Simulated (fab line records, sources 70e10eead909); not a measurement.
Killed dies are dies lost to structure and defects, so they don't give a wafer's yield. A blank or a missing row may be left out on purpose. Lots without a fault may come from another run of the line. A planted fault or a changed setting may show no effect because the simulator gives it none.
Chamber matching | flow nand_harc | NHARC_P_BONDPAD_CMP_19 on cmp-04: 4 sister chambers
The step polishes, t overpolish 30 s, cu recess touch 16 s, target thk 160.81 nm. 8 wafers are shown with their chamber, then 11 later ones without.

WAFERS WITH THEIR CHAMBER
wafer  | chamber | motor_current_A (A) | overpolish_run_s (s)
L084.3 | 2       | 11.0                | 30.018
L085.5 | 2       | 11.2                | 30.002
L086.3 | 3       | 11.6                | 29.994
L086.4 | 0       | 14.9                | 30.001
L086.5 | 3       | 11.6                | 29.997
L088.2 | 0       | 14.8                | 29.997
L088.5 | 1       | 13.0                | 29.997
L091.1 | 1       | 13.5                | 30.015

WAFERS WITHOUT THEIR CHAMBER
wafer  | motor_current_A (A) | overpolish_run_s (s)
L091.2 | 10.8                | 29.999
L091.5 | 13.9                | 29.999
L093.1 | 11.5                | 29.999
L093.3 | 14.1                | 30.005
L093.6 | 15.4                | 30.005
L094.1 | 13.7                | 29.990
L094.4 | 10.6                | 29.994
L094.5 | 13.9                | 29.998
L097.1 | 11.1                | 29.992
L097.3 | 14.2                | 29.987
L097.5 | 15.4                | 29.986

WHICH CHAMBER EACH WENT THROUGH
wafer  | from the rows above     | in truth
L091.2 | 2                       | 2
L091.5 | can't be placed: 1 or 0 | 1
L093.1 | can't be placed: 3 or 2 | 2
L093.3 | can't be placed: 0 or 1 | 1
L093.6 | 0                       | 0
L094.1 | 1                       | 1
L094.4 | can't be placed: 2 or 3 | 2
L094.5 | can't be placed: 1 or 0 | 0
L097.1 | can't be placed: 2 or 3 | 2
L097.3 | can't be placed: 0 or 1 | 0
L097.5 | 0                       | 0
Placed correctly: 4 of 11. Can't be placed from these rows: 7 (the true chamber is among the candidates in 7). Placed wrongly: 0.
How it was worked out, from the rows above alone: a wafer's distance from a chamber is the root of the sum, over the readings, of the square of ((its reading less the chamber's mean) divided by the reading's scatter). The wafer belongs to the nearest chamber; if the next one is less than 2 further off, it can't be placed. A chamber's mean is the mean of its shown wafers. The scatter: the root of (the sum of the squares of (reading less its chamber's mean) over the shown wafers, divided by (wafers less chambers)).
